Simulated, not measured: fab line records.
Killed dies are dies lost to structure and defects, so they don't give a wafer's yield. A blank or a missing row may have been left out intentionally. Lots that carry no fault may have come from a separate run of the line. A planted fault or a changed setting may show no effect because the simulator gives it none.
A lot that was struck, set against a sound lot / flow nandHarc / 13 steps out of a route of 1302
Sound: wafers L890.3, L890.4, L890.5. The struck wafers were L897.2, L897.5, L897.6. The cause comes at the end.
Per side, at each step with rows, come the tool, then ch with its chambers, and then its first start. Under that, the readings that differ: sound wafers / struck wafers / difference of the means / sigmas: that difference in standard deviations of wafers without a fault.
alike: words and numbers the same on both sides, and readings whose means are apart by under 2 such deviations; not compared: readings that were withheld, readings missing a value for some wafer, numbers with overlapping values and no deviation given by the record, and bounds like >300 which may hide the same value.
The two part at a step that has a row with sigmas, a row that says differs or no value, or rows on one side only. Numbers that have no deviation but don't overlap get no sigmas and don't part them. A reading missing from all wafers of one side parts the sides only when that side holds two or more wafers.

first, 1 step without rows for these wafers: NHARC_A_WL_FILL_RTA_01 (time 5 s).
NHARC_A_WL_FILL_ALD_02: deposits TiN, target thk 2 nm, pulse time 3 s, ald cycles 100.
  sound on aldMetal-02 ch 1,2,3, day 24 17:34; struck on aldMetal-01 ch 0,1,3, day 26 08:31
  alike: heaterPowerW, precursorPulseHeightRel, susceptorTempC
then, 1 step without rows for these wafers: NHARC_A_WL_FILL_CVD_03 (deposits W, target thk 40 nm, time 279 s).
NHARC_A_WL_FILL_ETCHBACK_04: etches the open film in NF3, target depth 60 nm, time 120 s.
  sound on rieMetal-02 ch 0,1, day 24 18:25; struck on rieMetal-03 ch 0,1, day 26 09:13
  alike: drypumpMotorCurrentA, oesProductAu
  not compared: rfHoursCounterH
NHARC_A_WL_FILL_ETCHBACK_05: etches the open film in Cl2/BCl3, target depth 22 nm, time 60 s.
  sound on rieMetal-02 ch 0,1, day 24 18:37; struck on rieMetal-03 ch 0,1, day 26 09:28
  alike: drypumpMotorCurrentA, oesProductAu
  not compared: rfHoursCounterH
NHARC_A_WL_FILL_STRIP_27: strips in N2/H2, time 20 s.
  sound on plasmaAsher-02 ch 0,1, day 24 18:47; struck on plasmaAsher-01 ch 0,1, day 26 09:38
  alike: drypumpMotorCurrentA, heaterPowerW
  not compared: rfHoursCounterH
then, 4 steps without rows for these wafers: NHARC_A_WL_FILL_STRIP_28 (strips in post etch residue remover, time 1200 s); NHARC_A_WL_FILL_PRECLEAN_06 (cleans in DIW, time 300 s); NHARC_A_WL_FILL_SRD_07; NHARC_A_WL_FILL_ANNEAL_08 (time 1800 s).
NHARC_A_WL_FILL_ALD_10: deposits SiO2, target thk 50 nm, pulse time 10 s, ald cycles 500.
  sound on aldHk-01 ch 0,2,3, day 25 02:08; struck on aldHk-01 ch 0,1,2, day 26 15:34
reading=susceptorTempC (C); sound=299.95 300.04 300.04; struck=282.83 283.41 282.83; difference=-16.99; sigmas=-89
  alike: heaterPowerW, precursorPulseHeightRel
NHARC_A_WL_FILL_ETCHBACK_16: etches the open film in C4F8/O2/Ar, target depth 120 nm, time 24 s.
  sound: rieDiel-04 ch 1,2; struck: rieDiel-13 ch 0,1,2
  alike: oesProductAu, rfVppV
  not compared: rfHoursCounterH
-- record jumps: 4 days between struck wafers' starts before vs after; left off in module A_WL_FILL, resumes in module END, first step shown is number 1302 of the route --
NHARC_END_SORT_01:
  sound on prober-02 ch 0, day 28 16:57; struck on prober-02 ch 0, day 30 10:28
  alike: killedAtArray, killedAtOther, killedAtPeriphery, killedDies, killedOpen, killedShort

== WHERE THEY PART ==
NHARC_A_WL_FILL_ALD_10 only, going by this record. Later steps at which nothing parts them and some readings are alike: NHARC_A_WL_FILL_ETCHBACK_16, NHARC_END_SORT_01.

WHY: what the simulator had put in
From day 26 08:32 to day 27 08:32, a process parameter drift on aldHk-01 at NHARC_A_WL_FILL_ALD_10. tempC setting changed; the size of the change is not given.
